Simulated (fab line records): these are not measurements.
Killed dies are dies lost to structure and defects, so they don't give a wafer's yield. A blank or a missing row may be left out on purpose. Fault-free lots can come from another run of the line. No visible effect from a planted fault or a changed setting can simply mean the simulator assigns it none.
fab line records | flow n5_finfet
[record] lots = 5 | wafers = 15 | last_day = 16
route steps=1938 shown BEOL_M7@1288 PASSIVATION@1936
lots that met no fault: taken from a fault-free run of the same line
start_h: start of the lot's first displayed wafer, in hours after the record's first day | wait_h: how many hours have passed since the lot's step before this one | " same as the row above | L1.1+2: several wafers, shown together as one row | - either no value or no given start | * or withheld: withheld | < > ~ a bound
route shown NAME@n: names a module that has steps shown in the file, with the first one's number in the route | usual: the fault-free wafers' mean and standard deviation | same: alike in all rows | chamber/n: place in a boat | sites: readings site by site | _std_site: the standard deviation of these | _edge_site: inner sites' mean taken away from outer sites' mean | radius_mm: how far each site lies from the wafer's centre | mask NAME#n: copy n | behind: tool/chamber where the wafer was last shaped | hold: the reason the lot was held/the length of the hold in hours/how it ended | device: transistor that didn't switch, given as n, p or np | end of line: the same wafers' tests at the end of the route | a step with no rows: only its recipe | killed: dies lost to structure and defects at the first sort, not the wafer's yield | map: per-die view of a wafer (x killed, . not killed, _ where there is no die)
set.NAME: setting as actually run; set.NAME@STEP: the setting as run at that earlier step | model.NAME: the simulator's own value behind a step, which no gauge read
lots seen at some steps along the route; tables by step, rows by wafer
services: a tool's chamber out of use, with start hour (start_h, from the record's first day; less than 0 if before it), hours out, and reason
[[steps]]
[step N5_BEOL_M7_COAT_64]
[recipe] resist = SiARC | temp_c = 220 | time_s = 60 | spin_rpm = 1500 | resist_thk_nm = 12
[step N5_BEOL_M7_COAT_71]
[recipe] resist = underlayer | temp_c = 205 | time_s = 60 | spin_rpm = 1500 | resist_thk_nm = 5
[step N5_BEOL_M7_COAT_22]
[recipe] resist = CAR-EUV | spin_rpm = 1500 | resist_thk_nm = 30
[step N5_BEOL_M7_EBR_24]
[recipe] solvent = PGMEA | ebr_width_mm = 1.5
[step N5_BEOL_M7_SOFTBAKE_23]
[recipe] temp_c = 110 | time_s = 60 | resist = CAR-EUV
[step N5_BEOL_M7_EXPOSE_25]
[recipe] mask_id = V6 | na = 0.33 | source_shape = annular | sigma_inner = 0.4 | sigma_outer = 0.8 | polarization = unpolarized | target_cd_nm = 40 | dose_mj = 42.5
[step N5_BEOL_M7_PEB_26]
[recipe] peb_temp_c = 100 | peb_time_s = 60 | resist = CAR-EUV
[step N5_BEOL_M7_DEVELOP_27]
[recipe] develop_time_s = 30 | developer = TMAH | resist = CAR-EUV | rinse_liquid = surfactant_rinse | dry = air_spin | dev_temp_c = 23
[step N5_BEOL_M7_CD_MEAS_28]
[recipe] target_cd_nm = 40 | landing_energy_ev = 500 | detector = se_inlens
[usual] cd_nm = 40.13/0.23
lot.wafer | tool      | chamber | start_h | wait_h | cd_nm
L600.1    | cd_sem-02 | 0       | 223.29  | -      | 39.67
L600.3    | "         | 0       | "       | "      | 39.92
L600.4    | "         | 0       | "       | "      | 40.24
L605.1    | cd_sem-02 | 0       | 233.44  | -      | 40.47
L605.2    | "         | 0       | "       | "      | 39.74
L605.5    | "         | 0       | "       | "      | 40.11
L609.2    | cd_sem-03 | 0       | 282.08  | -      | 39.98
L609.5    | "         | 0       | "       | "      | 40.09
L609.6    | "         | 0       | "       | "      | 39.97
L614.1    | cd_sem-03 | 0       | 284.86  | -      | 39.90
L614.4    | "         | 0       | "       | "      | 40.28
L614.6    | "         | 0       | "       | "      | 40.14
L611.1    | cd_sem-02 | 0       | 291.87  | -      | 40.33
L611.2    | "         | 0       | "       | "      | 40.15
L611.4    | "         | 0       | "       | "      | 40.01
[step N5_BEOL_M7_OVL_MEAS_29]
[recipe] points_per_wafer = 522
[usual] V6_OVL = 0.0/0.64
lot.wafer | tool       | chamber | start_h | wait_h | V6_OVL[nm]
L600.1    | overlay-02 | 0       | 223.32  | 0.0    | 0.6
L600.3    | "          | 0       | "       | "      | 0.3
L600.4    | "          | 0       | "       | "      | -0.9
L605.1    | overlay-02 | 0       | 233.47  | 0.0    | 1.1
L605.2    | "          | 0       | "       | "      | 2.0
L605.5    | "          | 0       | "       | "      | 1.1
L609.2    | overlay-02 | 0       | 282.12  | 0.0    | -0.7
L609.5    | "          | 0       | "       | "      | 0.1
L609.6    | "          | 0       | "       | "      | 0.3
L614.1    | overlay-02 | 0       | 284.89  | 0.0    | 0.8
L614.4    | "          | 0       | "       | "      | -0.1
L614.6    | "          | 0       | "       | "      | -0.8
L611.1    | overlay-01 | 0       | 291.90  | 0.0    | 0.0
L611.2    | "          | 0       | "       | "      | -0.7
L611.4    | "          | 0       | "       | "      | -0.5
[step N5_BEOL_M7_INSPECT_30]
[recipe] mode = adi | inspect_instrument = brightfield
[usual] raw_defect_count = 439/110
lot.wafer | tool              | chamber | start_h | wait_h | raw_defect_count
L600.1    | defect_inspect-01 | -       | 223.38  | 0.1    | 360
L600.3    | "                 | -       | "       | "      | 558
L600.4    | "                 | -       | "       | "      | 526
L605.1    | defect_inspect-01 | -       | 233.53  | 0.1    | 482
L605.2    | "                 | -       | "       | "      | 337
L605.5    | "                 | -       | "       | "      | 522
L609.2    | defect_inspect-02 | -       | 282.17  | 0.0    | 305
L609.5    | "                 | -       | "       | "      | 336
L609.6    | "                 | -       | "       | "      | 358
L614.1    | defect_inspect-02 | -       | 284.95  | 0.1    | 463
L614.4    | "                 | -       | "       | "      | 496
L614.6    | "                 | -       | "       | "      | 256
L611.1    | defect_inspect-02 | -       | 291.96  | 0.1    | 305
L611.2    | "                 | -       | "       | "      | 331
L611.4    | "                 | -       | "       | "      | 449
[step N5_BEOL_M7_DESCUM_33]
[recipe] chemistry = O2 | time_s = 7 | source_power_w = 50 | bias_power_w = 20 | pressure_mtorr = 20 | rf_frequency_hz = 2.712e+07 | temp_c = 40 | resist = CAR-EUV | o2_flow_sccm = 225
[usual] drypump_motor_current_A = 5.6/0.49 | oes_product_au = 0.75/0.06 | rf_fwd_power_W = 49.30/0.24 | rf_vpp_V = 243.6/1.4 | showerhead_plenum_p_Torr = 2.12/0.08 | throttle_valve_pct = 20.54/0.21
lot.wafer | tool        | chamber | start_h | wait_h | drypump_motor_current_A | oes_product_au | rf_fwd_power_W | rf_hours_counter_h | rf_vpp_V | showerhead_plenum_p_Torr | throttle_valve_pct
L600.1    | rie_diel-03 | 1       | 223.41  | 0.0    | 5.2                     | 0.72           | 49.25          | 166                | 243.7    | 2.09                     | 20.73
L600.3    | "           | 2       | "       | "      | 6.5                     | 0.74           | 48.88          | 168                | 243.6    | 2.16                     | 20.21
L600.4    | "           | 0       | "       | "      | 5.3                     | 0.72           | 48.88          | 187                | 242.6    | 2.08                     | 20.66
L605.1    | rie_diel-01 | 0       | 234.09  | 0.6    | 6.2                     | 0.69           | 49.37          | 203                | 244.0    | 2.17                     | 20.59
L605.2    | "           | 3       | "       | "      | 5.2                     | 0.75           | 49.47          | 172                | 242.6    | 2.08                     | 20.64
L605.5    | "           | 1       | "       | "      | 5.8                     | 0.85           | 49.40          | -                  | 245.3    | 2.22                     | 20.67
L609.2    | rie_diel-01 | 2       | 282.56  | 0.4    | 4.8                     | 0.89           | 49.36          | 47                 | 244.2    | 2.21                     | 20.36
L609.5    | "           | 0       | "       | "      | 6.2                     | 0.70           | 49.27          | -                  | 242.7    | 2.16                     | 20.61
L609.6    | "           | 3       | "       | "      | 5.2                     | 0.75           | 49.33          | -                  | 243.0    | 2.07                     | 20.66
L614.1    | rie_diel-03 | 1       | 284.99  | 0.0    | 5.2                     | 0.71           | 49.16          | 185                | 242.8    | 2.08                     | 20.75
L614.4    | "           | 2       | "       | "      | 6.4                     | 0.72           | 48.70          | 187                | 245.2    | 2.15                     | 20.23
L614.6    | "           | 1       | "       | "      | 5.2                     | 0.72           | 49.13          | -                  | 242.8    | 2.08                     | 20.76
L611.1    | rie_diel-02 | 3       | 292.17  | 0.2    | 5.6                     | 0.81           | 49.42          | 88                 | 244.4    | 2.19                     | 20.30
L611.2    | "           | 2       | "       | "      | 6.1                     | 0.75           | 49.16          | 144                | 241.0    | 1.93                     | 20.84
L611.4    | "           | 0       | "       | "      | 5.3                     | 0.72           | 49.19          | 203                | 243.0    | 2.06                     | 20.61
[step N5_BEOL_M7_ETCH_72]
[recipe] chemistry = N2/H2 | target = underlayer | target_depth_a = 65 | mask_material = CAR-EUV | time_s = 5.2 | ion_energy_ev = 200 | pressure_mtorr = 30 | source_w = 840 | bias_w = 150 | n2_flow_sccm = 200 | h2_flow_sccm = 200 | ends = cleared
[usual] drypump_motor_current_A = 5.6/0.48 | etch_rf_on_time_s = 5.22/0.11 | oes_product_au = 0.64/0.052 | rf_fwd_power_W = 819.5/2.5 | rf_vpp_V = 524.7/3 | showerhead_plenum_p_Torr = 2.58/0.1 | throttle_valve_pct = 18.00/0.21
lot.wafer | tool        | chamber | start_h | wait_h | drypump_motor_current_A | etch_rf_on_time_s | oes_product_au | rf_fwd_power_W | rf_hours_counter_h | rf_vpp_V | showerhead_plenum_p_Torr | throttle_valve_pct
L600.1    | rie_diel-03 | 1       | 223.45  | 0.0    | 5.2                     | 5.34              | 0.61           | 821.5          | 166                | 524.1    | 2.53                     | 18.11
L600.3    | "           | 2       | "       | "      | 6.4                     | 5.27              | 0.63           | 820.4          | 168                | 525.8    | 2.65                     | 17.76
L600.4    | "           | 0       | "       | "      | 5.3                     | 5.29              | 0.61           | 823.3          | 187                | 521.2    | 2.52                     | 18.05
L605.1    | rie_diel-01 | 0       | 234.12  | 0.0    | 6.2                     | 5.32              | 0.59           | 817.7          | 203                | 526.2    | 2.64                     | 18.09
L605.2    | "           | 3       | "       | "      | 5.2                     | 4.99              | 0.65           | 819.4          | 172                | 523.1    | 2.53                     | 18.06
L605.5    | "           | 1       | "       | "      | 5.8                     | 5.24              | 0.71           | 820.4          | -                  | 528.4    | 2.71                     | 18.15
L609.2    | rie_diel-01 | 2       | 282.59  | 0.0    | 4.8                     | 3.21              | 0.99           | 819.0          | 47                 | 531.4    | 2.70                     | 17.86
L609.5    | "           | 0       | "       | "      | 6.2                     | 5.34              | 0.58           | 822.1          | -                  | 526.2    | 2.63                     | 18.11
L609.6    | "           | 3       | "       | "      | 5.2                     | 5.00              | 0.63           | 818.3          | -                  | 521.5    | 2.52                     | 18.09
L614.1    | rie_diel-03 | 1       | 285.02  | 0.0    | 5.2                     | 5.30              | 0.60           | 816.5          | 185                | 526.2    | 2.52                     | 18.15
L614.4    | "           | 2       | "       | "      | 6.5                     | 5.24              | 0.61           | 819.8          | 187                | 527.4    | 2.64                     | 17.80
L614.6    | "           | 1       | "       | "      | 5.2                     | 5.33              | 0.60           | 817.8          | -                  | 524.2    | 2.52                     | 18.19
L611.1    | rie_diel-02 | 3       | 292.20  | 0.0    | 5.6                     | 5.18              | 0.71           | 819.4          | 88                 | 527.4    | 2.66                     | 17.71
L611.2    | "           | 2       | "       | "      | 6.1                     | 5.13              | 0.65           | 815.3          | 144                | 516.0    | 2.33                     | 18.11
L611.4    | "           | 0       | "       | "      | 5.3                     | 5.25              | 0.61           | 818.1          | 203                | 523.3    | 2.54                     | 18.30
[step N5_BEOL_M7_ETCH_65]
[recipe] chemistry = CF4 | target = SiARC | target_depth_a = 156 | mask_material = CAR-EUV | time_s = 26 | ion_energy_ev = 80 | pressure_mtorr = 40 | source_w = 545 | bias_w = 36 | Ar_flow_sccm = 100 | cf4_flow_sccm = 100 | ends = cleared
[usual] drypump_motor_current_A = 5.5/0.48 | etch_rf_on_time_s = 26.1/0.52 | oes_product_au = 0.64/0.051 | rf_fwd_power_W = 532.0/1.8 | rf_vpp_V = 184.4/1.2 | showerhead_plenum_p_Torr = 2.17/0.076 | throttle_valve_pct = 15.75/0.19
lot.wafer | tool        | chamber | start_h | wait_h | drypump_motor_current_A | etch_rf_on_time_s | oes_product_au | rf_fwd_power_W | rf_hours_counter_h | rf_vpp_V | showerhead_plenum_p_Torr | throttle_valve_pct
L600.1    | rie_diel-03 | 1       | 223.47  | 0.0    | 5.2                     | 26.0              | 0.62           | 535.9          | 166                | 183.1    | 2.14                     | 15.86
L600.3    | "           | 2       | "       | "      | 6.4                     | 26.2              | 0.63           | 533.7          | 168                | 185.6    | 2.22                     | 15.50
L600.4    | "           | 0       | "       | "      | 5.3                     | 26.0              | 0.63           | 532.1          | 187                | 185.0    | 2.14                     | 15.99
L605.1    | rie_diel-01 | 0       | 234.14  | 0.0    | 6.2                     | 26.8              | 0.59           | 532.3          | 203                | 184.7    | 2.21                     | 15.82
L605.2    | "           | 3       | "       | "      | 5.2                     | 25.0              | 0.65           | 531.3          | 172                | 184.2    | 2.13                     | 15.84
L605.5    | "           | 1       | "       | "      | 5.8                     | 26.8              | 0.71           | 535.1          | -                  | 186.0    | 2.25                     | 15.72
L609.2    | rie_diel-01 | 2       | 282.61  | 0.0    | 4.8                     | 25.3              | 0.75           | 535.6          | 47                 | 183.8    | 2.25                     | 15.48
L609.5    | "           | 0       | "       | "      | 6.2                     | 27.0              | 0.59           | 531.9          | -                  | 187.1    | 2.21                     | 15.86
L609.6    | "           | 3       | "       | "      | 5.2                     | 25.3              | 0.64           | 533.9          | -                  | 184.7    | 2.13                     | 15.88
L614.1    | rie_diel-03 | 1       | 285.04  | 0.0    | 5.2                     | 26.4              | 0.60           | 532.4          | 185                | 184.1    | 2.13                     | 15.90
L614.4    | "           | 2       | "       | "      | 6.4                     | 26.4              | 0.61           | 535.2          | 187                | 185.3    | 2.21                     | 15.53
L614.6    | "           | 1       | "       | "      | 5.2                     | 26.3              | 0.60           | 531.6          | -                  | 183.8    | 2.13                     | 15.90
L611.1    | rie_diel-02 | 3       | 292.22  | 0.0    | 5.6                     | 26.4              | 0.70           | 533.0          | 88                 | 184.8    | 2.25                     | 15.59
L611.2    | "           | 2       | "       | "      | 6.1                     | 26.2              | 0.64           | 531.0          | 144                | 182.4    | 1.98                     | 15.95
L611.4    | "           | 0       | "       | "      | 5.3                     | 26.5              | 0.60           | 530.2          | 203                | 185.0    | 2.12                     | 15.89
[step N5_PASSIVATION_PROBE_49]
[usual] defect_limited_yield = 91.6/1.2 | killed_at_M0_to_M3 = 33/9.4 | killed_at_M4_up = 13/5.2 | killed_at_contacts = 13/5.6 | killed_at_front_end = 37/9.5 | killed_at_other = 4/3.1 | killed_dies = 99/15 | killed_open = 65/11 | killed_short = 32/7.5 | sort_bin_5_function = 4.9/0.77 | sort_bin_6_memory = 3.1/0.65 | sort_n_pass = 1081/15 | sort_yield_pct = 91.6/1.2
[same] gross_dies = 1180 | killed_at_back_side = 0 | sort_bin_4_leakage[%] = 0 | sort_bin_8_speed[%] = 0
lot.wafer | tool      | chamber | start_h | wait_h | defect_limited_yield[%] | killed_at_M0_to_M3 | killed_at_M4_up | killed_at_contacts | killed_at_front_end | killed_at_other | killed_dies | killed_open | killed_short | sort_bin_5_function[%] | sort_bin_6_memory[%] | sort_n_pass | sort_yield_pct[%]
L614.1    | prober-01 | -       | 367.32  | 0.0    | 92.8                    | 27                 | 15              | 4                  | 35                  | 4               | 85          | 51          | 32           | 4.4                    | 2.6                  | 1095        | 92.8
L614.4    | prober-01 | -       | 367.47  | 0.2    | 90.8                    | 31                 | 11              | 9                  | 56                  | 2               | 109         | 67          | 36           | 4.6                    | 4.3                  | 1071        | 90.8
L614.6    | prober-01 | -       | 367.57  | 0.3    | 91.4                    | 32                 | 19              | 3                  | 45                  | 3               | 102         | 68          | 33           | 5.1                    | 3.2                  | 1078        | 91.4
L609.2    | prober-01 | -       | 368.25  | 0.1    | 89.1                    | 42                 | 13              | 10                 | 58                  | 6               | 129         | 87          | 42           | 6.4                    | 4.2                  | 1051        | 89.1
L609.5    | prober-01 | -       | 368.40  | 0.2    | 92.8                    | 32                 | 6               | 16                 | 29                  | 2               | 85          | 59          | 25           | 4.2                    | 2.7                  | 1095        | 92.8
L609.6    | prober-01 | -       | 368.45  | 0.3    | 88.5                    | 54                 | 19              | 19                 | 43                  | 1               | 136         | 106         | 30           | 6.5                    | 4.6                  | 1044        | 88.5
L611.1    | prober-02 | -       | 374.36  | 0.0    | 90.3                    | 41                 | 8               | 10                 | 55                  | 0               | 114         | 74          | 40           | 5.7                    | 3.8                  | 1066        | 90.3
L611.2    | prober-02 | -       | 374.41  | 0.1    | 91.5                    | 29                 | 15              | 16                 | 39                  | 1               | 100         | 69          | 30           | 4.7                    | 3.4                  | 1080        | 91.5
L611.4    | prober-02 | -       | 374.51  | 0.2    | 93.5                    | 24                 | 7               | 24                 | 22                  | 0               | 77          | 44          | 32           | 4.5                    | 1.9                  | 1103        | 93.5
// killed by level:class
L614.1 BEOL_M0_SAQP:geometric_particle:short=13 STI_FIN_REVEAL:geometric_particle:open=10 BEOL_M4:geometric_particle:open=8 BEOL_M0_SAQP:geometric_particle:open=6 FIN_SAQP:geometric_particle:open=4 GATE_CUT:geometric_particle:short=4 BEOL_M1:geometric_particle:open=3 BEOL_M7:geometric_particle:open=3
L614.4 STI_FIN_REVEAL:geometric_particle:open=14 FIN_SAQP:geometric_particle:short=9 BEOL_M0_SAQP:geometric_particle:short=9 FIN_SAQP:geometric_particle:open=8 MOL_CONTACT_COAG:geometric_particle:open=8 BEOL_M3:geometric_particle:open=7 BEOL_M4:geometric_particle:open=6 DUMMY_GATE:geometric_particle:open=5
L614.6 BEOL_M4:geometric_particle:open=11 FIN_SAQP:geometric_particle:open=7 STI_FIN_REVEAL:geometric_particle:open=7 BEOL_M0_SAQP:geometric_particle:short=7 BEOL_M0_SAQP:geometric_particle:open=6 BEOL_M3:geometric_particle:open=6 FIN_SAQP:geometric_particle:short=5 GATE_CUT:geometric_particle:short=5
L609.2 STI_FIN_REVEAL:geometric_particle:open=18 BEOL_M0_SAQP:geometric_particle:open=17 FIN_SAQP:geometric_particle:short=10 BEOL_M0_SAQP:geometric_particle:short=9 MOL_CONTACT_COAG:geometric_particle:open=8 FIN_SAQP:geometric_particle:open=7 BEOL_M4:geometric_particle:open=6 GATE_CUT:geometric_particle:short=5
L609.5 STI_FIN_REVEAL:geometric_particle:open=15 MOL_CONTACT_COAG:geometric_particle:open=14 BEOL_M0_SAQP:geometric_particle:short=10 BEOL_M2:geometric_particle:open=8 BEOL_M0_SAQP:geometric_particle:open=7 FIN_SAQP:geometric_particle:short=4 BEOL_M1:geometric_particle:open=4 STI_FIN_REVEAL:geometric_particle:short=2
L609.6 BEOL_M0_SAQP:geometric_particle:open=18 STI_FIN_REVEAL:geometric_particle:open=16 MOL_CONTACT_COAG:geometric_particle:open=15 FIN_SAQP:geometric_particle:open=11 BEOL_M2:geometric_particle:open=10 BEOL_M0_SAQP:geometric_particle:short=10 STARTING-WAFER:geometric_particle:open=6 BEOL_M1:geometric_particle:open=5
L611.1 FIN_SAQP:geometric_particle:short=17 BEOL_M3:geometric_particle:open=14 FIN_SAQP:geometric_particle:open=9 BEOL_M2:geometric_particle:open=9 MOL_CONTACT_COAG:geometric_particle:open=8 STI_FIN_REVEAL:geometric_particle:open=7 BEOL_M0_SAQP:geometric_particle:open=6 SPACER0:geometric_particle:short=4
L611.2 MOL_CONTACT_COAG:geometric_particle:open=12 STI_FIN_REVEAL:geometric_particle:open=11 BEOL_M4:geometric_particle:open=10 BEOL_M3:geometric_particle:open=9 GATE_CUT:geometric_particle:short=6 BEOL_M0_SAQP:geometric_particle:open=6 FIN_SAQP:geometric_particle:open=4 MOL_CONTACT_COAG:geometric_particle:short=4
L611.4 MOL_CONTACT_COAG:geometric_particle:open=16 BEOL_M0_SAQP:geometric_particle:short=9 MOL_CONTACT_COAG:geometric_particle:short=8 BEOL_M0_SAQP:geometric_particle:open=6 GATE_CUT:geometric_particle:short=5 BEOL_M3:geometric_particle:open=4 FIN_SAQP:geometric_particle:open=3 STI_FIN_REVEAL:geometric_particle:open=3
[[services]]
tool        | chamber | start_h | hours | kind
rie_diel-03 | 0       | 215.28  | 6.4   | repair
rie_diel-01 | -       | 250.99  | 1.8   | repair
rie_diel-02 | 2       | 286.38  | 3.2   | repair
[[key]]
[first_sign] step = N5_BEOL_M7_ETCH_72 | reading = etch_rf_on_time_s | direction = down | sigmas = 19 | usual = * | struck = *
[effect] step = N5_BEOL_M7_ETCH_72 | reading = oes_product_au | direction = up | sigmas = 6.7 | usual = 0.64 | struck = 0.99
met_at N5_BEOL_M7_ETCH_72
struck_wafers L609.2
onset_between 234.12 282.59
[fault] kind = process_parameter_drift | tool = rie_diel-01 | chamber = - | onset_h = 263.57 | steps = N5_BEOL_M7_ETCH_72 | channel = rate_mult | offset = 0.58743 | shape = step | end_h = 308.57 | scope = struck_wafers_only
